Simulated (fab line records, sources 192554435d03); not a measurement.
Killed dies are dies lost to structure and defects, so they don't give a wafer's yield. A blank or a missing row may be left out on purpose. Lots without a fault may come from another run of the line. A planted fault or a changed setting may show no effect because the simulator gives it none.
Which tool did it? | flow n5_finfet | 24 lots, 72 wafers sampled, at 3 steps of a route of 1938

WHAT THE GAUGES READ, wafer by wafer
N5_BEOL_M4_RS_MEAS_58: measures by four-point-probe. Usual: M4_RS 0.67 ohm/sq, standard deviation 0.033.
lot  | measured     | on            | M4_RS (ohm/sq) | flag
L074 | day 8 00:11  | film_metro-02 | 0.67 0.63 0.68 |
L075 | day 8 02:59  | film_metro-02 | 0.75 0.68 0.67 |
L076 | day 8 05:24  | film_metro-02 | 0.71 0.67 0.68 |
L077 | day 8 08:36  | film_metro-02 | 0.66 0.62 0.64 |
L078 | day 8 20:58  | film_metro-01 | 0.62 0.69 0.66 |
L079 | day 8 23:50  | film_metro-01 | 0.65 0.62 0.62 |
L080 | day 9 03:19  | film_metro-01 | 0.65 0.69 0.65 |
L081 | day 9 14:31  | film_metro-02 | 0.64 0.67 0.61 |
L082 | day 9 20:01  | film_metro-01 | 0.65 0.67 0.68 |
L083 | day 9 21:44  | film_metro-01 | 0.67 0.67 0.67 |
L084 | day 10 03:02 | film_metro-02 | 0.66 0.69 0.65 |
L085 | day 10 17:05 | film_metro-02 | 0.68 0.71 0.74 |
L086 | day 10 22:57 | film_metro-01 | 0.65 0.64 0.67 |
L087 | day 11 01:59 | film_metro-01 | 0.72 0.70 0.66 |
L089 | day 11 07:49 | film_metro-01 | 0.70 0.59 0.67 |
L088 | day 12 02:56 | film_metro-02 | 0.71 0.64 0.67 |
L090 | day 12 14:42 | film_metro-01 | 0.69 0.64 0.62 |
L091 | day 12 15:11 | film_metro-02 | 0.70 0.65 0.72 |
L092 | day 12 18:08 | film_metro-02 | 0.65 0.63 0.73 |
L093 | day 13 08:47 | film_metro-01 | 0.68 0.63 0.68 |
L094 | day 13 14:03 | film_metro-02 | 0.68 0.71 0.65 |
L097 | day 13 20:04 | film_metro-01 | 0.70 0.66 0.66 |
L095 | day 13 23:36 | film_metro-02 | 0.63 0.63 0.72 |
L096 | day 14 01:55 | film_metro-02 | 0.63 0.62 0.66 |

WHICH TOOL RAN EACH LOT (tool, then ch and the chambers of the sampled wafers, then the start)
lot  | N5_BEOL_M4_ANNEAL_80         | N5_BEOL_M4_DEP_57
L074 | pvd_sputter-01, day 7 21:32  | pecvd-03 ch 0,1,2, day 8 00:07
L075 | pvd_sputter-01, day 8 00:28  | pecvd-04 ch 0,1,2, day 8 02:56
L076 | pvd_sputter-01, day 8 02:49  | pecvd-04 ch 0,1,2, day 8 05:20
L077 | pvd_sputter-01, day 8 06:05  | pecvd-04 ch 0,1,2, day 8 08:32
L078 | pvd_sputter-03, day 8 18:27  | pecvd-04 ch 1,2, day 8 20:53
L079 | pvd_sputter-02, day 8 21:19  | pecvd-04 ch 0,1,2, day 8 23:46
L080 | pvd_sputter-02, day 9 00:49  | pecvd-03 ch 0,1,2, day 9 03:16
L081 | pvd_sputter-01, day 9 11:59  | pecvd-03 ch 0,1, day 9 14:27
L082 | pvd_sputter-02, day 9 17:17  | pecvd-03 ch 0,1, day 9 19:55
L083 | pvd_sputter-01, day 9 19:06  | pecvd-01 ch 0,1, day 9 21:40
L084 | pvd_sputter-03, day 10 00:30 | pecvd-04 ch 1,2, day 10 02:58
L085 | pvd_sputter-01, day 10 13:58 | pecvd-04 ch 0,1, day 10 17:01
L086 | pvd_sputter-02, day 10 20:26 | pecvd-04 ch 0,1,2, day 10 22:53
L087 | pvd_sputter-02, day 10 23:28 | pecvd-04 ch 1,2, day 11 01:55
L089 | pvd_sputter-02, day 11 05:11 | pecvd-01 ch 0,2, day 11 07:45
L088 | pvd_sputter-02, day 12 00:26 | pecvd-04 ch 0,1,2, day 12 02:52
L090 | pvd_sputter-03, day 12 12:08 | pecvd-03 ch 0,1, day 12 14:38
L091 | pvd_sputter-02, day 12 12:40 | pecvd-01 ch 0,2, day 12 15:07
L092 | pvd_sputter-03, day 12 15:37 | pecvd-03 ch 0,1,2, day 12 18:04
L093 | pvd_sputter-03, day 13 06:07 | pecvd-01 ch 0, day 13 08:42
L094 | pvd_sputter-03, day 13 09:14 | pecvd-01 ch 0,2, day 13 13:59
L097 | pvd_sputter-03, day 13 17:32 | pecvd-04 ch 0,1,2, day 13 19:59
L095 | pvd_sputter-03, day 13 21:04 | pecvd-01 ch 0,1,2, day 13 23:32
L096 | pvd_sputter-03, day 13 23:21 | pecvd-01 ch 0,1,2, day 14 01:50
- N5_BEOL_M4_ANNEAL_80: time 240 s.
- N5_BEOL_M4_DEP_57: deposits SiCN from 3MS/NH3, target thk 8 nm, time 14 s.

WHAT THE TOOLS THEMSELVES READ (means of the sampled wafers that have a number; where no wafer has one, the mark that the record gives instead)
N5_BEOL_M4_ANNEAL_80. Usual: heater_power_w 833 W, standard deviation 69; susceptor_temp_C_max 400.9, standard deviation 0.46.
lot  | tool           | heater_power_w (W) | susceptor_temp_C_max | flag
L074 | pvd_sputter-01 | 803                | 401.0                |
L075 | pvd_sputter-01 | 830                | 401.1                |
L076 | pvd_sputter-01 | 858                | 401.4                |
L077 | pvd_sputter-01 | 796                | 400.9                |
L078 | pvd_sputter-03 | 938                | 400.4                |
L079 | pvd_sputter-02 | 806                | 400.6                |
L080 | pvd_sputter-02 | 802                | 400.4                |
L081 | pvd_sputter-01 | 853                | 401.0                |
L082 | pvd_sputter-02 | 842                | 400.6                |
L083 | pvd_sputter-01 | 837                | 401.1                |
L084 | pvd_sputter-03 | 918                | 400.6                |
L085 | pvd_sputter-01 | 795                | 401.0                |
L086 | pvd_sputter-02 | 772                | 400.7                |
L087 | pvd_sputter-02 | 838                | 400.5                |
L089 | pvd_sputter-02 | 803                | 400.6                |
L088 | pvd_sputter-02 | 755                | 400.9                |
L090 | pvd_sputter-03 | 867                | 401.0                |
L091 | pvd_sputter-02 | 818                | 400.9                |
L092 | pvd_sputter-03 | 864                | 401.1                |
L093 | pvd_sputter-03 | 818                | 400.8                |
L094 | pvd_sputter-03 | 914                | 401.1                |
L097 | pvd_sputter-03 | 862                | 401.1                |
L095 | pvd_sputter-03 | 874                | 400.9                |
L096 | pvd_sputter-03 | 832                | 401.6                |

N5_BEOL_M4_DEP_57. Usual: chamber_pressure_Torr 3.001 Torr, standard deviation 0.0068; showerhead_plenum_p_Torr 3.661 Torr, standard deviation 0.018; throttle_valve_pct 9.0 %, standard deviation 0.33.
lot  | tool     | chamber_pressure_Torr (Torr) | showerhead_plenum_p_Torr (Torr) | throttle_valve_pct (%) | flag
L074 | pecvd-03 | 3.004                        | 3.665                           | 9.0                    |
L075 | pecvd-04 | 3.002                        | 3.651                           | 8.8                    |
L076 | pecvd-04 | 3.003                        | 3.654                           | 8.8                    |
L077 | pecvd-04 | 3.002                        | 3.658                           | 8.7                    |
L078 | pecvd-04 | 3.001                        | 3.640                           | 8.9                    |
L079 | pecvd-04 | 2.998                        | 3.657                           | 8.5                    |
L080 | pecvd-03 | 3.005                        | 3.667                           | 8.9                    |
L081 | pecvd-03 | 2.994                        | 3.681                           | 9.1                    |
L082 | pecvd-03 | 2.998                        | 3.677                           | 9.2                    |
L083 | pecvd-01 | 3.002                        | 3.663                           | 9.4                    |
L084 | pecvd-04 | 2.997                        | 3.658                           | 9.0                    |
L085 | pecvd-04 | 3.006                        | 3.667                           | 8.6                    |
L086 | pecvd-04 | 2.996                        | 3.656                           | 8.7                    |
L087 | pecvd-04 | 2.996                        | 3.650                           | 8.8                    |
L089 | pecvd-01 | 3.002                        | 3.669                           | 9.1                    |
L088 | pecvd-04 | 3.001                        | 3.655                           | 8.9                    |
L090 | pecvd-03 | 3.003                        | 3.661                           | 9.3                    |
L091 | pecvd-01 | 2.999                        | 3.670                           | 9.1                    |
L092 | pecvd-03 | 3.005                        | 3.663                           | 8.8                    |
L093 | pecvd-01 | 2.999                        | 3.664                           | 9.2                    |
L094 | pecvd-01 | 3.001                        | 3.665                           | 9.1                    |
L097 | pecvd-04 | 2.999                        | 3.659                           | 8.8                    |
L095 | pecvd-01 | 3.000                        | 3.667                           | 9.2                    |
L096 | pecvd-01 | 3.001                        | 3.666                           | 9.1                    |

THE ANSWER, worked out from the rows above alone
Rule: a lot is off if the mean of its wafers that have a number lies more than 3 standard deviations from the usual mean. A lot without any number at a reading at which 4 lots or more have one is off too. The other lots that the step has rows for count as sound. The gauges are gone through in route order, then the tools' own readings, and for those a lot's mean is taken as printed above. The first step at which some lot is off is used, and at that step the reading that is off furthest; a lot without a number counts as furthest.
No lot is off at any reading shown: from this, nothing can be told.

WHAT THE SIMULATOR HAD PUT IN
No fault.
